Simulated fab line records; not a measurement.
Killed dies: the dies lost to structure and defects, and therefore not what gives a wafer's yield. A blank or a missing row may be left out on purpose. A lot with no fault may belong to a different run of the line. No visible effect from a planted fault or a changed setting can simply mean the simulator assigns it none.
Struck lot and sound lot, side by side / flow nand-harc / 21 steps out of a route of 1159
Sound: these wafers, L445.1, L445.2, L445.5. Wafers struck: L463.1, L463.4, L463.5. The cause is named last.
Order at every step that has rows: each side's tool, ch and its chambers, its first start. Under that, the readings that differ: sound wafers / struck wafers / difference of the means / sigmas: that difference in standard deviations of wafers without a fault.
alike: a reading whose means differ by less than 2 such deviations, as well as words and numbers matching on both sides. not compared: withheld readings; readings where some wafer has no value; bounds like >300 that might hide an equal value; numbers whose values overlap and for which the record gives no deviation.
Wherever a step has rows on one side only, a row that says differs or no value, or a row with sigmas, the two part there. Non-overlapping numbers with no deviation appear without sigmas and do not part them. Lack of a reading on every wafer of one side parts them only where that side has two or more wafers.

NHARC_P_CONTACT_CMP_24: polishes, t overpolish 30 s, target thk 200 nm.
  sound on cmp-04 ch 2,3, day 5 21:56; struck on cmp-01 ch 0,1,3, day 10 15:22
  alike: motor-current-A, overpolish-run-s, time-to-endpoint-s
following that, these wafers have no rows for 1 step: NHARC_P_CONTACT_SRD_26.
NHARC_P_CONTACT_INSPECT_27:
  struck on defect-inspect-01, day 10 15:44; sound on defect-inspect-02, day 5 22:20
  alike: raw-defect-count
then, 8 steps without rows for these wafers: NHARC_P_M0_DEP_00 (deposits SiOC, target thk 150 nm); NHARC_P_M0_DEHYDRATE_01 (time 120 s); NHARC_P_M0_HMDS_02 (time 30 s); NHARC_P_M0_COAT_33 (time 65 s); NHARC_P_M0_COAT_03 (resist thk 90 nm); NHARC_P_M0_SOFTBAKE_04 (time 55 s); NHARC_P_M0_EBR_05; NHARC_P_M0_EXPOSE_06 (exposes mask P M0, target cd 90 nm).
NHARC_P_M0_PEB_07: peb time 65 s.
  sound on litho-track-04 ch 0, day 5 23:02; struck on litho-track-01 ch 0, day 10 16:43
reading=heater-power-total-W (W); sound=157.2 156.7 157.1; struck=166.8 165.9 167.0; difference=+9.6; sigmas=+23
reading=plate-temp-C (C); sound=99.76 100.07 99.85; struck=104.67 104.59 104.61; difference=+4.73; sigmas=+34
then, 1 step without rows for these wafers: NHARC_P_M0_DEVELOP_08 (develop time 35 s).
NHARC_P_M0_CD_MEAS_09: target cd 90 nm.
  sound on cd-sem-03 ch 0, day 5 23:07; struck on cd-sem-03 ch 0
reading=cd-nm (nm); sound=89.9 89.0 90.0; struck=105.2 106.1 106.5; difference=+16.3; sigmas=+25
  not compared: hold
NHARC_P_M0_OVL_MEAS_10: pitch 180 nm.
  struck on overlay-02, day 10 19:12; sound on overlay-01, day 5 23:12
reading=hold; sound=- - -; struck=await-dispo/2.1h/release await-dispo/2.1h/release await-dispo/2.1h/release; difference=no value on the sound wafers; sigmas=
  alike: overlay-x-nm, overlay-y-nm
NHARC_P_M0_INSPECT_11:
  struck on defect-inspect-02, day 10 19:14; sound on defect-inspect-02, day 5 23:14
  alike: raw-defect-count
NHARC_P_M0_DESCUM_14: chemistry O2, time 3 s.
  sound on rie-diel-01 ch 0,2, day 5 23:18; struck on rie-diel-05 ch 0,2, day 10 19:20
reading=model.P_M0.cd-nm (nm); sound=89.14 88.88 89.32; struck=104.9 106.5 106.5; difference=+16.9; sigmas=
  alike: drypump-motor-current-A, o2-flow-sccm, oes-product-au, rf-vpp-V, showerhead-plenum-p-Torr, throttle-valve-pct
  not compared: rf-hours-counter-h
NHARC_P_M0_ETCH_34: etches the open film in N2/H2, target depth 40 nm, overetch 12 nm, time 43.94 s.
  sound on rie-diel-01 ch 1,3, day 5 23:23; struck on rie-diel-05 ch 0,1, day 10 19:26
  alike: drypump-motor-current-A, oes-product-au, rf-vpp-V, showerhead-plenum-p-Torr, throttle-valve-pct
  not compared: rf-hours-counter-h
NHARC_P_M0_ETCH_15: etches the open film in C4F8/Ar, target depth 150 nm, overetch 15 nm, time 82.5 s.
  sound on rie-diel-01 ch 1,3; struck on rie-diel-05 ch 0,1
reading=model.P_M0.cd-nm (nm); sound=89.28 88.7 89.35; struck=105.1 106.4 106.7; difference=+17.0; sigmas=
  alike: oes-product-au, rf-vpp-V
  not compared: rf-hours-counter-h
NHARC_P_M0_CD_MEAS_16:
  struck on cd-sem-02, day 10 19:50; sound on cd-sem-02, day 5 23:36
reading=cd-nm (nm); sound=89.7 88.9 89.6; struck=105.3 106.7 107.0; difference=+16.9; sigmas=+21
  not compared: hold
-- jump in the record: it breaks off in module P_M0 and resumes in module END (first step shown: number 1159 of the route), and 15 days separate the struck wafers' starts before and after --
NHARC_END_SORT_01:
  at this point the record logs the struck wafers (prober-02 ch 0, day 26 00:46) and has no rows for the sound ones

== WHERE THEY PART ==
Earliest at NHARC_P_M0_PEB_07; latest, in this record, at NHARC_END_SORT_01.

WHY: whatever the simulator had introduced
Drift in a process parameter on litho-track-01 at NHARC_P_M0_PEB_07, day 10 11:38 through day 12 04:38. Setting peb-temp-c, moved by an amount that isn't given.
